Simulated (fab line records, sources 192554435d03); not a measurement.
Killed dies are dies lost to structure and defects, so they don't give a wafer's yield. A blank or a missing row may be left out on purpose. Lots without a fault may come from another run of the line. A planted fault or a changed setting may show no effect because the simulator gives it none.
fab line records | flow n5_finfet
record lots=6 wafers=18 last_day=17
route steps=1938 shown FIN_SAQP@92
lots that met no fault: from a run of the same line without faults
start_h: hours from the record's first day to the start of the lot's first wafer shown | wait_h: hours since the lot's step before | " the same as in the row above | L1.1+2: a row that stands for several wafers | - no value, or no start given | * or withheld: withheld | < > ~ a bound
route shown NAME@n: a module of which the file shows steps, and the number in the route of the first | usual: mean/standard deviation of fault-free wafers | same: alike in all rows | chamber/n: place in a boat | sites: the reading at each site | _std_site: their standard deviation | _edge_site: outer sites' mean less inner sites' | radius_mm: how far each site lies from the wafer's centre | mask NAME#n: copy n | behind: the tool/chamber that last shaped the wafer | hold: why the lot was held/for how many hours/how that ended | device: the transistor (n, p or np) that didn't switch | end of line: the same wafers' tests at the end of the route | a step without rows: its recipe alone | killed: dies lost to structure and defects at the first sort, not the wafer's yield | map: a wafer's dies, x killed, . not, _ none there
set.NAME: the setting as run; set.NAME@STEP: as run at that earlier step | model.NAME: the simulator's own value behind a step, which no gauge read
lots at some steps of the route; a table a step, a row a wafer
services: from which hour (start_h, from the record's first day; less than 0 if before it) a tool's chamber was out of use, for how many hours, and why
## steps
# step N5_FIN_SAQP_PRECLEAN_44
# recipe chemistry=SC2 time_s=45 temp_c=35 mix=1:1:50
# step N5_FIN_SAQP_SRD_01
# recipe dry=ipa_marangoni time_s=30 temp_c=23 rinse_liquid=diw
# step N5_FIN_SAQP_ALD_61
# recipe material=SiO2 target_thk_a=40 temp_c=300 ald_precursor_family=BDEAS ald_co_reactant=O2-plasma pulse_time_s=1 purge_time_s=2 co_reactant_purge_time_s=2 ald_cycles=43 pressure_torr=2
# step N5_FIN_SAQP_DENSIFY_62
# recipe temp_c=700 time_s=60 ambient=N2 idle_temp_c=600 ramp_up_c_per_s=150 ramp_down_c_per_s=60 cool_to_c=600
# usual lamp_power_pct=9.85/0.049 wafer_temp_C_max=703.3/0.64
# columns lot.wafer tool chamber start_h wait_h lamp_power_pct wafer_temp_C_max
L431.1 rtp_anneal-02 0 20.56 0.2 9.83 703.4
L431.4 " 0 " " 9.92 702.9
L431.6 " 0 " " 9.89 703.0
L432.2 rtp_anneal-02 0 27.33 0.4 9.86 703.8
L432.4 " 0 " " 9.84 704.1
L432.6 " 0 " " 9.85 702.4
L435.3 rtp_anneal-02 0 44.21 0.2 9.79 703.5
L435.5 " 0 " " 9.83 704.1
L435.6 " 0 " " 9.90 703.5
L439.2 rtp_anneal-02 0 68.73 0.1 9.89 702.2
L439.4 " 0 " " 9.86 702.7
L439.5 " 0 " " 9.80 702.9
L445.3 rtp_anneal-02 0 106.33 0.2 9.82 703.7
L445.5 " 0 " " 9.91 702.5
L445.6 " 0 " " 9.90 702.8
L452.2 rtp_anneal-02 0 147.41 0.1 9.93 705.1
L452.3 " 0 " " 9.89 702.5
L452.6 " 0 " " 9.79 702.9
# step N5_FIN_SAQP_HM_DEP_03
# recipe material=SiNx target_thk_a=380 temp_c=400 precursor=SiH4/NH3/N2 pressure_torr=1.5 rf_w=300 time_s=33.6
# step N5_FIN_SAQP_THK_MEAS_05
# usual thk_nm=38.2/0.55
# columns lot.wafer tool chamber start_h wait_h thk_nm
L431.1 film_metro-02 - 20.86 0.1 38.4
L431.4 " - " " 38.7
L431.6 " - " " 38.4
L432.2 film_metro-02 - 27.60 0.1 37.9
L432.4 " - " " 38.5
L432.6 " - " " 38.6
L435.3 film_metro-01 - 44.45 0.1 38.5
L435.5 " - " " 38.9
L435.6 " - " " 39.0
L439.2 film_metro-02 - 69.00 0.1 37.4
L439.4 " - " " 37.7
L439.5 " - " " 38.6
L445.3 film_metro-02 - 106.57 0.1 38.0
L445.5 " - " " 38.7
L445.6 " - " " 39.0
L452.2 film_metro-01 - 147.69 0.1 38.2
L452.3 " - " " 37.9
L452.6 " - " " 38.6
# step N5_FIN_SAQP_PECVD_47
# recipe material=a-Si target_thk_a=450 temp_c=400 precursor=SiH4/He pressure_torr=3 rf_w=100 time_s=36.3
# usual heater_power_w=822/85 showerhead_plenum_p_Torr=5.68/0.046 throttle_valve_pct=18.3/1.2
# columns lot.wafer tool chamber start_h wait_h heater_power_w showerhead_plenum_p_Torr throttle_valve_pct
L431.1 pecvd-02 0 20.90 0.0 1021 5.64 18.5
L431.4 " 2 " " 681 5.65 20.6
L431.6 " 0 " " 1003 5.64 18.7
L432.2 pecvd-02 0 27.63 0.0 978 5.64 18.3
L432.4 " 1 " " 764 5.75 17.6
L432.6 " 0 " " 973 5.65 18.3
L435.3 pecvd-01 2 44.49 0.0 911 5.70 17.3
L435.5 " 0 " " 750 5.63 19.4
L435.6 " 2 " " 922 5.70 17.7
L439.2 pecvd-03 2 69.04 0.0 757 5.70 17.2
L439.4 " 1 " " 877 5.73 18.0
L439.5 " 2 " " 771 5.70 17.2
L445.3 pecvd-02 1 106.61 0.0 733 5.75 18.0
L445.5 " 0 " " 984 5.64 18.7
L445.6 " 1 " " 738 5.75 17.5
L452.2 pecvd-03 1 147.72 0.0 864 5.73 17.8
L452.3 " 0 " " 788 5.62 18.5
L452.6 " 1 " " 837 5.73 17.9
# step N5_FIN_SAQP_PECVD_48
# recipe material=SiNx target_thk_a=250 temp_c=400 precursor=SiH4/NH3/N2 pressure_torr=1.5 rf_w=300 time_s=22.1
# step N5_FIN_SAQP_PECVD_06
# recipe material=a-Si target_thk_a=600 temp_c=400 precursor=SiH4/He pressure_torr=3 rf_w=100 time_s=48.1
# step N5_FIN_SAQP_THK_MEAS_07
# usual thk_nm=59.9/0.76
# columns lot.wafer tool chamber start_h wait_h thk_nm
L431.1 film_metro-01 - 21.07 0.1 59.3
L431.4 " - " " 59.6
L431.6 " - " " 60.4
L432.2 film_metro-02 - 27.87 0.1 59.6
L432.4 " - " " 60.8
L432.6 " - " " 60.4
L435.3 film_metro-01 - 44.66 0.1 59.0
L435.5 " - " " 58.9
L435.6 " - " " 60.1
L439.2 film_metro-02 - 69.21 0.1 59.6
L439.4 " - " " 59.6
L439.5 " - " " 59.5
L445.3 film_metro-02 - 106.78 0.1 60.0
L445.5 " - " " 60.5
L445.6 " - " " 60.2
L452.2 film_metro-02 - 147.89 0.1 59.4
L452.3 " - " " 59.9
L452.6 " - " " 59.5
# step N5_FIN_SAQP_HM_DEP_72
# recipe material=SiO2 target_thk_a=120 temp_c=400 precursor=SiH4/N2O pressure_torr=0.75 rf_w=275 time_s=7.2
# usual heater_power_w=744/76 showerhead_plenum_p_Torr=8.18/0.12
# columns lot.wafer tool chamber start_h wait_h heater_power_w showerhead_plenum_p_Torr
L431.1 pecvd-03 0 21.11 0.0 720 8.02
L431.4 " 0 " " 732 8.03
L431.6 " 1 " " 745 8.29
L432.2 pecvd-03 2 27.91 0.0 750 8.23
L432.4 " 2 " " 728 8.22
L432.6 " 1 " " 815 8.29
L435.3 pecvd-02 1 44.72 0.1 680 8.36
L435.5 " 0 " " 881 8.05
L435.6 " 1 " " 673 8.38
L439.2 pecvd-01 2 69.25 0.0 753 8.24
L439.4 " 1 " " 788 8.22
L439.5 " 0 " " 795 8.04
L445.3 pecvd-03 0 106.81 0.0 762 8.05
L445.5 " 0 " " 745 8.04
L445.6 " 2 " " 779 8.23
L452.2 pecvd-03 0 147.93 0.0 664 8.03
L452.3 " 2 " " 783 8.25
L452.6 " 1 " " 715 8.31
# step N5_FIN_SAQP_COAT_49
# recipe resist=SOC temp_c=250 time_s=60 spin_rpm=1500 resist_thk_nm=100
# step N5_FIN_SAQP_COAT_50
# recipe resist=SiARC temp_c=220 time_s=60 spin_rpm=1500 resist_thk_nm=35
# usual dispense_pressure_kPa=46.8/2.9 spin_speed_rpm=1499.8/1
# columns lot.wafer tool chamber start_h wait_h dispense_pressure_kPa spin_speed_rpm model.SiARC_of_FIN_SAQP_COAT_50.thk_nm
L431.1 litho_track-04 0 21.19 - 44.9 1498.6 35.04
L431.4 " 0 " " 44.9 1498.3 35.04
L431.6 " 0 " " 44.9 1499.5 35
L432.2 litho_track-03 0 27.99 - 44.5 1499.6 34.95
L432.4 " 0 " " 44.6 1499.2 34.9
L432.6 " 0 " " 44.6 1498.5 34.86
L435.3 litho_track-03 0 44.80 - 44.5 1271.9 38.08
L435.5 " 0 " " 44.6 1270.6 38.02
L435.6 " 0 " " 44.6 1271.1 38.08
L439.2 litho_track-03 0 69.33 - 44.6 1271.6 38.14
L439.4 " 0 " " 44.6 1271.8 38.05
L439.5 " 0 " " 44.6 1272.7 38.09
L445.3 litho_track-04 0 106.89 - 45.0 1500.2 35.12
L445.5 " 0 " " 44.9 1498.6 34.99
L445.6 " 0 " " 45.0 1500.9 35.02
L452.2 litho_track-02 0 148.01 - 51.0 1499.4 34.99
L452.3 " 0 " " 51.0 1499.4 34.97
L452.6 " 0 " " 51.0 1501.5 35.06
# step N5_FIN_SAQP_COAT_10
# recipe resist=CAR-ArF spin_rpm=1500 resist_thk_nm=90
# step N5_FIN_SAQP_EBR_12
# recipe solvent=PGMEA ebr_width_mm=1.5
# step N5_FIN_SAQP_SOFTBAKE_11
# recipe temp_c=110 time_s=60 resist=CAR-ArF
# step N5_FIN_SAQP_EXPOSE_13
# recipe mask_id=FIN_CORE na=1.35 source_shape=dipole sigma_inner=0.538 sigma_outer=0.738 polarization=te target_cd_nm=35.6 dose_mj=63.25
# step N5_FIN_SAQP_PEB_14
# recipe peb_temp_c=withheld peb_time_s=60 resist=CAR-ArF
# step N5_FIN_SAQP_DEVELOP_15
# recipe develop_time_s=30 developer=TMAH resist=CAR-ArF dev_temp_c=23 rinse_liquid=diw dry=air_spin
# step N5_FIN_SAQP_CD_MEAS_16
# recipe target_cd_nm=35.6 landing_energy_ev=500 detector=se_inlens
# usual cd_nm=35.6/0.33
# columns lot.wafer tool chamber start_h wait_h cd_nm
L431.1 cd_sem-03 0 21.43 - 35.3
L431.4 " 0 " " 36.1
L431.6 " 0 " " 35.9
L432.2 cd_sem-03 0 28.36 - 35.2
L432.4 " 0 " " 35.5
L432.6 " 0 " " 34.9
L435.3 cd_sem-02 0 45.06 - 35.6
L435.5 " 0 " " 36.1
L435.6 " 0 " " 35.7
L439.2 cd_sem-01 0 69.70 - 35.5
L439.4 " 0 " " 35.3
L439.5 " 0 " " 35.1
L445.3 cd_sem-01 0 107.27 - 36.0
L445.5 " 0 " " 35.5
L445.6 " 0 " " 35.5
L452.2 cd_sem-01 0 148.38 - 35.5
L452.3 " 0 " " 35.1
L452.6 " 0 " " 34.9
# step N5_FIN_SAQP_OVL_MEAS_17
# recipe points_per_wafer=44
# usual FIN_CORE_OVL=-0.5/0.83
# columns lot.wafer tool chamber start_h wait_h FIN_CORE_OVL[nm]
L431.1 overlay-01 0 21.47 0.0 -0.3
L431.4 " 0 " " 0.5
L431.6 " 0 " " 0.2
L432.2 overlay-02 0 28.40 0.0 -1.8
L432.4 " 0 " " -0.8
L432.6 " 0 " " -0.8
L435.3 overlay-02 0 45.09 0.0 -1.7
L435.5 " 0 " " -1.0
L435.6 " 0 " " -0.9
L439.2 overlay-02 0 69.74 0.0 -0.4
L439.4 " 0 " " -0.6
L439.5 " 0 " " -1.5
L445.3 overlay-01 0 107.30 0.0 -1.0
L445.5 " 0 " " -0.6
L445.6 " 0 " " 0.7
L452.2 overlay-02 0 148.42 0.0 0.1
L452.3 " 0 " " -0.8
L452.6 " 0 " " -0.4
# step N5_FIN_SAQP_INSPECT_18
# recipe mode=adi inspect_instrument=brightfield
# usual raw_defect_count=395/99
# columns lot.wafer tool chamber start_h wait_h raw_defect_count
L431.1 defect_inspect-02 - 21.49 0.0 315
L431.4 " - " " 235
L431.6 " - " " 236
L432.2 defect_inspect-02 - 28.42 0.0 348
L432.4 " - " " 315
L432.6 " - " " 222
L435.3 defect_inspect-01 - 45.12 0.0 321
L435.5 " - " " 430
L435.6 " - " " 444
L439.2 defect_inspect-01 - 69.76 0.0 392
L439.4 " - " " 538
L439.5 " - " " 425
L445.3 defect_inspect-02 - 107.33 0.0 374
L445.5 " - " " 539
L445.6 " - " " 388
L452.2 defect_inspect-01 - 148.44 0.0 270
L452.3 " - " " 357
L452.6 " - " " 319
# step N5_FIN_SAQP_DESCUM_21
# recipe chemistry=O2 time_s=7.9 source_power_w=50 bias_power_w=20 pressure_mtorr=20 rf_frequency_hz=2.712e+07 temp_c=40 resist=CAR-ArF o2_flow_sccm=225
# usual drypump_motor_current_A=5.5/0.5 o2_flow_sccm=225.0/0.65 oes_product_au=0.79/0.07 rf_vpp_V=243.4/1.4 showerhead_plenum_p_Torr=2.12/0.074 temp_c=40.00/0.12 throttle_valve_pct=20.48/0.22
# columns lot.wafer tool chamber start_h wait_h drypump_motor_current_A o2_flow_sccm oes_product_au rf_hours_counter_h rf_vpp_V showerhead_plenum_p_Torr temp_c throttle_valve_pct
L431.1 rie_diel-01 2 21.54 0.0 5.1 224.2 0.85 54 244.3 2.22 39.90 20.61
L431.4 " 1 " " 5.7 225.6 0.70 - 243.3 2.07 39.83 20.54
L431.6 " 2 " " 5.1 224.5 0.85 - 245.5 2.22 39.81 20.62
L432.2 rie_diel-01 0 28.45 0.0 5.7 225.2 0.77 157 242.7 2.09 39.96 20.55
L432.4 " 0 " " 5.6 225.3 0.77 - 242.8 2.09 39.93 20.55
L432.6 " 2 " " 5.1 225.5 0.85 - 244.4 2.21 40.12 20.62
L435.3 rie_diel-06 1 45.24 0.1 5.3 225.4 0.84 57 244.2 2.15 39.79 20.49
L435.5 " 1 " " 5.4 224.6 0.85 - 243.5 2.15 39.93 20.50
L435.6 " 2 " " 5.2 223.5 0.84 - 242.2 2.05 39.97 20.53
L439.2 rie_diel-06 0 69.79 0.0 5.0 225.2 0.76 154 245.1 2.17 39.87 20.58
L439.4 " 1 " " 5.4 223.7 0.84 65 243.2 2.15 39.95 20.51
L439.5 " 2 " " 5.2 224.1 0.84 - 242.6 2.04 40.10 20.55
L445.3 rie_diel-01 2 107.36 0.0 5.1 226.5 0.81 86 244.9 2.20 39.83 20.67
L445.5 " 3 " " 6.5 224.5 0.90 - 244.2 2.23 40.17 20.14
L445.6 " 2 " " 5.1 225.2 0.82 - 244.6 2.20 39.85 20.66
L452.2 rie_diel-01 0 148.58 0.1 5.6 225.6 0.74 200 243.0 2.07 40.23 20.62
L452.3 " 2 " " 5.1 225.7 0.80 98 244.4 2.20 39.80 20.69
L452.6 " 3 " " 6.5 224.3 0.88 - 244.0 2.23 40.09 20.17
# step N5_FIN_SAQP_ETCH_51
# recipe chemistry=CF4 target=SiARC target_depth_a=455 mask_material=CAR-ArF time_s=75.8 ion_energy_ev=80 pressure_mtorr=40 source_w=545 bias_w=36 Ar_flow_sccm=100 cf4_flow_sccm=100 ends=cleared
# usual drypump_motor_current_A=5.5/0.5 etch_rf_on_time_s=76.0/1.8 oes_product_au=0.68/0.06 rf_vpp_V=184.1/1.1 showerhead_plenum_p_Torr=2.16/0.074 throttle_valve_pct=15.62/0.26
# columns lot.wafer tool chamber start_h wait_h drypump_motor_current_A etch_rf_on_time_s oes_product_au rf_hours_counter_h rf_vpp_V showerhead_plenum_p_Torr throttle_valve_pct model.etch.depth_nm model.CAR-ArF_of_FIN_SAQP_COAT_10.thk_nm
L431.1 rie_diel-01 2 21.58 0.0 5.1 79.0 0.72 54 185.8 2.26 15.77 35.04 50.79
L431.4 " 1 " " 5.8 76.5 0.61 - 183.3 2.12 15.77 35.04 50.98
L431.6 " 2 " " 5.1 77.9 0.71 - 186.3 2.27 15.77 35 50.69
L432.2 rie_diel-01 0 28.49 0.0 5.6 75.4 0.66 157 183.5 2.13 15.75 34.95 50.81
L432.4 " 0 " " 5.6 74.9 0.65 - 183.2 2.13 15.77 34.9 51.15
L432.6 " 2 " " 5.1 77.5 0.71 - 185.5 2.26 15.77 34.86 51.39
L435.3 rie_diel-06 1 45.27 0.0 5.4 82.7 0.72 57 184.2 2.19 15.55 38.08 48.11
L435.5 " 1 " " 5.4 83.4 0.71 - 185.2 2.19 15.55 38.02 48.07
L435.6 " 2 " " 5.2 79.3 0.74 - 182.4 2.08 15.54 38.08 48.08
L439.2 rie_diel-06 0 69.83 0.0 5.0 81.9 0.64 154 185.2 2.22 15.78 38.14 47.89
L439.4 " 1 " " 5.4 82.8 0.70 65 185.8 2.18 15.54 38.05 47.99
L439.5 " 2 " " 5.2 78.8 0.73 - 183.9 2.08 15.58 38.09 48.21
L445.3 rie_diel-01 2 107.39 0.0 5.1 78.8 0.69 86 184.7 2.25 15.84 35.12 50.8
L445.5 " 3 " " 6.5 73.6 0.78 - 185.8 2.27 15.26 34.99 50.82
L445.6 " 2 " " 5.1 78.4 0.68 - 185.3 2.25 15.83 35.02 51.06
L452.2 rie_diel-01 0 148.62 0.0 5.6 74.6 0.64 200 181.7 2.12 15.83 34.99 50.87
L452.3 " 2 " " 5.1 77.8 0.67 98 186.0 2.25 15.85 34.97 51.04
L452.6 " 3 " " 6.5 73.8 0.75 - 184.0 2.27 15.29 35.06 50.81
# step N5_FIN_SAQP_ETCH_52
# recipe chemistry=N2/H2 target=SOC target_depth_a=1000 overetch_a=200 mask_material=SiARC temp_c=40 time_s=150 ion_energy_ev=200 pressure_mtorr=30 source_w=840 bias_w=150 n2_flow_sccm=200 h2_flow_sccm=200 ends=end_point
# usual drypump_motor_current_A=5.5/0.5 oes_product_au=0.71/0.06 rf_vpp_V=524.4/2.7 showerhead_plenum_p_Torr=2.57/0.091 temp_c=39.98/0.1 throttle_valve_pct=17.87/0.24
# columns lot.wafer tool chamber start_h wait_h drypump_motor_current_A oes_product_au rf_hours_counter_h rf_vpp_V showerhead_plenum_p_Torr temp_c throttle_valve_pct
L431.1 rie_diel-01 2 21.63 0.0 5.1 0.76 54 528.0 2.70 39.93 18.06
L431.4 " 1 " " 5.8 0.63 - 523.5 2.52 39.99 18.01
L431.6 " 2 " " 5.1 0.76 - 527.6 2.70 39.83 18.05
L432.2 rie_diel-01 0 28.55 0.0 5.6 0.69 157 523.8 2.53 39.96 17.88
L432.4 " 0 " " 5.7 0.69 - 523.7 2.53 39.96 17.89
L432.6 " 2 " " 5.2 0.76 - 530.0 2.70 39.75 18.07
L435.3 rie_diel-06 1 45.33 0.0 5.4 0.76 57 524.9 2.57 39.95 17.64
L435.5 " 1 " " 5.4 0.76 - 524.7 2.57 40.03 17.63
L435.6 " 2 " " 5.2 0.75 - 522.1 2.48 40.15 17.93
L439.2 rie_diel-06 0 69.88 0.0 5.1 0.68 154 526.4 2.65 39.97 18.13
L439.4 " 1 " " 5.4 0.75 65 524.0 2.57 39.92 17.66
L439.5 " 2 " " 5.2 0.75 - 521.2 2.48 40.01 17.95
L445.3 rie_diel-01 2 107.45 0.0 5.2 0.73 86 527.4 2.68 40.03 18.11
L445.5 " 3 " " 6.5 0.80 - 528.5 2.71 39.98 17.47
L445.6 " 2 " " 5.1 0.73 - 527.6 2.68 39.93 18.10
L452.2 rie_diel-01 0 148.67 0.0 5.7 0.66 200 522.7 2.51 39.69 17.95
L452.3 " 2 " " 5.2 0.71 98 528.1 2.68 39.91 18.14
L452.6 " 3 " " 6.5 0.77 - 527.1 2.70 39.88 17.49
# step N5_FIN_SAQP_STRIP_53
# recipe chemistry=N2/H2 temp_c=40 n2_flow_sccm=200 h2_flow_sccm=200 rf_frequency_hz=6e+07
# step N5_FIN_SAQP_HM_OPEN_73
# recipe chemistry=CHF3/O2 target=SiO2 stop_on=a-Si target_depth_a=120 over_etch_frac=1.8 mask_material=SOC time_s=16.8 pressure_mtorr=30 source_w=650 bias_w=170 Ar_flow_sccm=200 CHF3_flow_sccm=50 O2_flow_sccm=5 ion_energy_ev=200 ends=end_point
# usual drypump_motor_current_A=5.5/0.5 oes_product_au=0.47/0.041 rf_vpp_V=524/7.4 showerhead_plenum_p_Torr=2.43/0.083 throttle_valve_pct=18.83/0.24
# columns lot.wafer tool chamber start_h wait_h drypump_motor_current_A oes_product_au rf_hours_counter_h rf_vpp_V showerhead_plenum_p_Torr throttle_valve_pct model.SiARC_of_FIN_SAQP_COAT_50.thk_nm
L431.1 rie_diel-01 2 21.74 0.0 5.1 0.51 54 518 2.55 19.04 5.985
L431.4 " 1 " " 5.7 0.42 - 512 2.38 18.92 5.659
L431.6 " 2 " " 5.1 0.52 - 518 2.56 19.05 5.76
L432.2 rie_diel-01 0 28.65 0.0 5.6 0.46 157 525 2.39 18.92 5.416
L432.4 " 0 " " 5.6 0.46 - 527 2.39 18.91 5.196
L432.6 " 2 " " 5.1 0.51 - 517 2.55 19.05 6.112
L435.3 rie_diel-06 1 45.43 0.0 5.4 0.51 57 533 2.46 18.76 7.932
L435.5 " 1 " " 5.4 0.51 - 533 2.46 18.76 7.792
L435.6 " 2 " " 5.2 0.51 - 531 2.34 18.78 6.633
L439.2 rie_diel-06 0 69.99 0.0 5.0 0.45 154 512 2.50 18.98 8.89
L439.4 " 1 " " 5.4 0.49 65 533 2.45 18.78 8.081
L439.5 " 2 " " 5.2 0.50 - 531 2.34 18.82 6.943
L445.3 rie_diel-01 2 107.56 0.0 5.2 0.49 86 517 2.54 19.10 6.229
L445.5 " 3 " " 6.5 0.54 - 531 2.55 18.45 4.039
L445.6 " 2 " " 5.1 0.49 - 517 2.54 19.10 6.1
L452.2 rie_diel-01 0 148.78 0.0 5.6 0.44 200 527 2.38 18.97 5.177
L452.3 " 2 " " 5.1 0.48 98 518 2.54 19.13 6.598
L452.6 " 3 " " 6.5 0.52 - 533 2.54 18.46 4.439
# step N5_FIN_SAQP_STRIP_74
# recipe chemistry=CHF3/O2 resist=SiARC rf_frequency_hz=6e+07
## services
# columns tool chamber start_h hours kind
pecvd-01 0 2.15 5.4 repair
rie_diel-06 2 2.24 10.3 repair
pecvd-03 0 10.49 3.3 repair
rie_diel-01 3 13.14 - clean
rie_diel-01 3 13.14 - consumable_replace:focus_ring
rie_diel-01 3 13.14 - consumable_replace:showerhead
rie_diel-01 3 13.14 15.8 scheduled_down
rie_diel-01 3 13.14 15.8 vent_cycle
pecvd-01 2 27.75 3.1 repair
pecvd-03 1 50.47 2.1 scheduled_down
rie_diel-06 - 54.77 0.3 repair
pecvd-03 - 62.01 2.6 repair
pecvd-01 - 64.75 1.1 repair
rie_diel-01 3 68.92 12.7 repair
pecvd-01 - 87.63 2.8 pm
rie_diel-06 - 89.79 0.7 repair
pecvd-01 2 92.25 19.5 repair
pecvd-01 0 103.81 5.3 repair
pecvd-02 - 136.08 14.6 pm
pecvd-03 - 141.25 0.5 repair
rie_diel-01 1 146.78 - clean
rie_diel-01 1 146.78 - consumable_replace:focus_ring
rie_diel-01 1 146.78 13.0 scheduled_down
rie_diel-01 1 146.78 13.0 vent_cycle
## key
first_sign step=N5_FIN_SAQP_COAT_50 reading=spin_speed_rpm direction=down sigmas=99+ usual=* struck=*
effect step=N5_FIN_SAQP_ETCH_51 reading=etch_rf_on_time_s direction=up sigmas=3.1 usual=* struck=*
model_effect step=N5_FIN_SAQP_COAT_50 value=SiARC_of_FIN_SAQP_COAT_50.thk_nm without=35.04 struck=38.08
model_effect step=N5_FIN_SAQP_ETCH_51 value=etch.depth_nm without=35.04 struck=38.08
model_effect step=N5_FIN_SAQP_HM_OPEN_73 value=SiARC_of_FIN_SAQP_COAT_50.thk_nm without=4.677 struck=7.712
met_at N5_FIN_SAQP_COAT_50
struck_wafers L435.3,L435.5,L435.6,L439.2,L439.4,L439.5
rows_end L439.2,L439.4,L439.5
onset_between 27.99 44.80
fault kind=process_parameter_drift tool=litho_track-03 chamber=- onset_h=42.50 steps=N5_FIN_SAQP_COAT_50 channel=spin_rpm offset=* shape=step acts_in=* stated=*
# rows_end: these wafers met a further fault down the route, and their rows from its step on are left out
